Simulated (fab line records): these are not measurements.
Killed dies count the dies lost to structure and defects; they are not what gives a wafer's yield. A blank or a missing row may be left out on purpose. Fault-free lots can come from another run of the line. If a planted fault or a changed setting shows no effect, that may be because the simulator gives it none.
Which tool did it? | flow nand_harc | 36 wafers from 12 lots sampled at 4 of the route's 1302 steps

== WHAT THE GAUGES READ, wafer by wafer ==
NHARC_A_BLC_INSPECT_28.
lot  | measured     | on                | raw_defect_count
L075 | day 23 02:37 | defect_inspect-01 | 386 541 429
L077 | day 23 18:08 | defect_inspect-01 | 446 465 629
L079 | day 24 03:57 | defect_inspect-02 | 810 488 450
L080 | day 25 16:57 | defect_inspect-01 | 749 812 631
L082 | day 26 17:52 | defect_inspect-01 | 973 505 533
L086 | day 27 18:43 | defect_inspect-01 | 366 573 401
L087 | day 28 04:21 | defect_inspect-02 | 387 606 500
L089 | day 28 18:06 | defect_inspect-02 | 515 427 465
L092 | day 30 03:52 | defect_inspect-02 | 449 488 442
L093 | day 30 10:19 | defect_inspect-01 | 422 514 460
L094 | day 31 05:29 | defect_inspect-02 | 339 532 338
L097 | day 32 10:27 | defect_inspect-01 | 505 618 674

== TOOL THAT RAN EACH LOT (tool first, then ch and the chambers of the sampled wafers, then the start) ==
lot  | NHARC_A_CONTACT_STRIP_26                      | NHARC_A_CONTACT_ALD_18              | NHARC_A_CONTACT_CVD_19
L075 | rie_diel-12 ch 2,3, day 22 21:31 or earlier   | ald_metal-04 ch 0,2,3, day 22 21:31 | cvd_w-02 ch 0,1, day 23 02:37 or earlier
L077 | rie_diel-12 ch 0,2, day 23 12:50 or earlier   | ald_metal-02 ch 0,1, day 23 12:50   | cvd_w-02 ch 0,1, day 23 18:08 or earlier
L079 | rie_diel-12 ch 0,1,2, day 23 22:49 or earlier | ald_metal-03 ch 1,2,3, day 23 22:49 | cvd_w-02 ch 0,1, day 24 03:57 or earlier
L080 | rie_diel-09 ch 2,3, day 25 11:51 or earlier   | ald_metal-03 ch 0,2,3, day 25 11:51 | cvd_w-01 ch 0,1, day 25 16:57 or earlier
L082 | rie_diel-06 ch 0,1,3, day 26 12:12 or earlier | ald_metal-03 ch 1,2, day 26 12:12   | cvd_w-01 ch 0,1, day 26 17:52 or earlier
L086 | rie_diel-09 ch 0,3, day 27 13:45 or earlier   | ald_metal-04 ch 1,2,3, day 27 13:45 | cvd_w-01 ch 0,1, day 27 18:43 or earlier
L087 | rie_diel-06 ch 0,2,3, day 27 23:17 or earlier | ald_metal-04 ch 0,1,3, day 27 23:17 | cvd_w-01 ch 0,1, day 28 04:21 or earlier
L089 | rie_diel-12 ch 0,1,3, day 28 12:59 or earlier | ald_metal-03 ch 1,2, day 28 12:59   | cvd_w-02 ch 0,1, day 28 18:06 or earlier
L092 | rie_diel-12 ch 0,1, day 29 22:46 or earlier   | ald_metal-02 ch 0,1,2, day 29 22:46 | cvd_w-01 ch 0,1, day 30 03:52 or earlier
L093 | rie_diel-09 ch 0,2,3, day 30 05:02 or earlier | ald_metal-04 ch 0,3, day 30 05:02   | cvd_w-02 ch 0,1, day 30 10:19 or earlier
L094 | rie_diel-12 ch 2,3, day 31 00:18 or earlier   | ald_metal-02 ch 0,1,2, day 31 00:18 | cvd_w-01 ch 0,1, day 31 05:29 or earlier
L097 | rie_diel-09 ch 0,2, day 32 05:25 or earlier   | ald_metal-02 ch 0,1, day 32 05:25   | cvd_w-01 ch 0,1, day 32 10:27 or earlier
- NHARC_A_CONTACT_STRIP_26: strips in O2.
- NHARC_A_CONTACT_ALD_18: deposits TiN, target thk 3 nm, pulse time 1 s, ald cycles 150.
- NHARC_A_CONTACT_CVD_19: deposits W, target thk 300 nm, time 802 s.

== THE ANSWER, worked out from the rows above alone ==
Rule: what is usual is taken from the lots themselves. Put in order of their means at a reading, lots are off if they are a third of the lots or fewer, leave a main group of 4 or more, and stand apart from it by a gap of 3 or more times the standard deviation of the main group's means; of several such gaps the widest counts. The tables above print the reading to a certain number of digits; a main group whose means all agree to those digits is not used. A lot without any number at a reading at which 4 lots or more have one is off too. The other lots that the step has rows for count as sound.
Nothing can be told from this: no lot is off at any reading shown.

== WHAT THE SIMULATOR HAD PUT IN ==
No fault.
